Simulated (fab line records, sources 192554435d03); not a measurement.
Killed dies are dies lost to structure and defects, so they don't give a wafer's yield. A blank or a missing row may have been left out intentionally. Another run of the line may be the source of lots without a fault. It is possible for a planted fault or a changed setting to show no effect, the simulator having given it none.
A struck lot beside a sound one + flow n5-finfet + 35 steps out of a route of 1938
Sound: these wafers, L751.3, L751.5, L751.6. Struck: wafers L747.3, L747.4 (left out: L747.1, a lot-mate that was not struck); the cause follows at the end.
Per side, at each step with rows, come the tool, then ch with its chambers, and then its first start. Under that, the readings that differ: sound wafers + struck wafers + difference of the means + sigmas: that difference in standard deviations of wafers without a fault.
alike: readings with means less than 2 such deviations apart, plus words and numbers identical on both sides. not compared: withheld readings, readings lacking a value on some wafer, bounds such as >300 that could conceal the same value, and numbers that have no deviation in the record and whose values overlap.
Wherever a step has rows on one side only, a row that says differs or no value, or a row with sigmas, the two part there. Non-overlapping numbers with no deviation appear without sigmas and do not part them. Lack of a reading on every wafer of one side parts them only where that side has two or more wafers.

first, 9 steps without rows for these wafers: N5_BEOL_M14_COAT_22 (resist thk 300 nm); N5_BEOL_M14_EBR_24; N5_BEOL_M14_SOFTBAKE_23 (time 60 s); N5_BEOL_M14_EXPOSE_25 (exposes mask M14, target cd 280 nm); N5_BEOL_M14_PEB_26 (peb time 90 s); N5_BEOL_M14_DEVELOP_27 (develop time 45 s); N5_BEOL_M14_HARDBAKE_32 (time 120 s); N5_BEOL_M14_DESCUM_33 (chemistry O2, time 7.9 s); N5_BEOL_M14_ETCH_67 (etches SiARC in CF4, target depth 143 nm, time 238.3 s).
N5_BEOL_M14_ETCH_68: etches SOC in N2/H2, time 450 s.
  sound on rie-diel-02 ch 0,1,2, day 15 01:02; struck on rie-diel-06 ch 0, day 14 07:09
| reading      | sound             | struck      | difference | sigmas |
|--------------|-------------------|-------------|------------|--------|
| rf-vpp-V (V) | 528.9 524.9 527.7 | 521.7 520.6 | -6.0       | -2     |
  alike: drypump-motor-current-A, oes-product-au, showerhead-plenum-p-Torr, throttle-valve-pct
  not compared: rf-hours-counter-h
then, 24 steps without rows for these wafers: N5_BEOL_M14_STRIP_69 (strips in N2/H2); N5_BEOL_M14_TRENCH_ETCH_34 (etches SiO2 in C4F8/O2/Ar, target depth 556.65 nm, time 126.9 s); N5_BEOL_M14_STRIP_70 (strips in C4F8/O2/Ar); N5_BEOL_M14_STRIP_37 (strips in O2); N5_BEOL_M14_ETCH_38 (etches SiCN in CF4/N2, target depth 106.5 nm, time 120.6 s); N5_BEOL_M14_PRECLEAN_39 (cleans in residue remover, time 60 s); N5_BEOL_M14_SRD_40 (time 30 s, dry time 30 s); N5_BEOL_M14_DEGAS_41 (time 60 s); N5_BEOL_M14_PRE_CLEAN_42 (time 30 s); N5_BEOL_M14_SPUTTER_43 (material TaN, target thk 15 nm, time 24.19 s); N5_BEOL_M14_SPUTTER_44 (material Ta, target thk 15 nm, time 24.19 s); N5_BEOL_M14_SPUTTER_45 (material Cu, target thk 100 nm, time 16.67 s); N5_BEOL_M14_ECD_47 (material Cu, target thk 1248 nm); N5_BEOL_M14_ANNEAL_48 (time 90 s); N5_BEOL_M14_CMP_49 (polishes, stops on SiO2, t overpolish 5.2 s, target thk 560 nm); N5_BEOL_M14_PRE_CLEAN_52 (time 15 s); N5_BEOL_M14_DEP_53 (deposits SiCN from 3MS/NH3, target thk 50 nm, time 17.8 s); N5_BEOL_M15_ILD_DEP_00 (deposits SiO2 from TEOS/O2, target thk 1629.3 nm, time 346.1 s); N5_BEOL_M15_COAT_58 (time 60 s, resist thk 89 nm); N5_BEOL_M15_COAT_04 (resist thk 800 nm); N5_BEOL_M15_EBR_06; N5_BEOL_M15_SOFTBAKE_05 (time 60 s); N5_BEOL_M15_EXPOSE_07 (exposes mask V14); N5_BEOL_M15_PEB_08 (peb time 90 s).
N5_PASSIVATION_PROBE_49:
  only the struck wafers here have rows in the record (prober-01, day 15 07:31); the sound ones have none

WHERE THEY PART
First at N5_BEOL_M14_ETCH_68; last, within this record, at N5_PASSIVATION_PROBE_49.

WHY: the cause the simulator had injected
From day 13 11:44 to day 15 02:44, rie-diel-06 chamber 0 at N5_BEOL_M14_ETCH_68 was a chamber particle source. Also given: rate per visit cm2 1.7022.
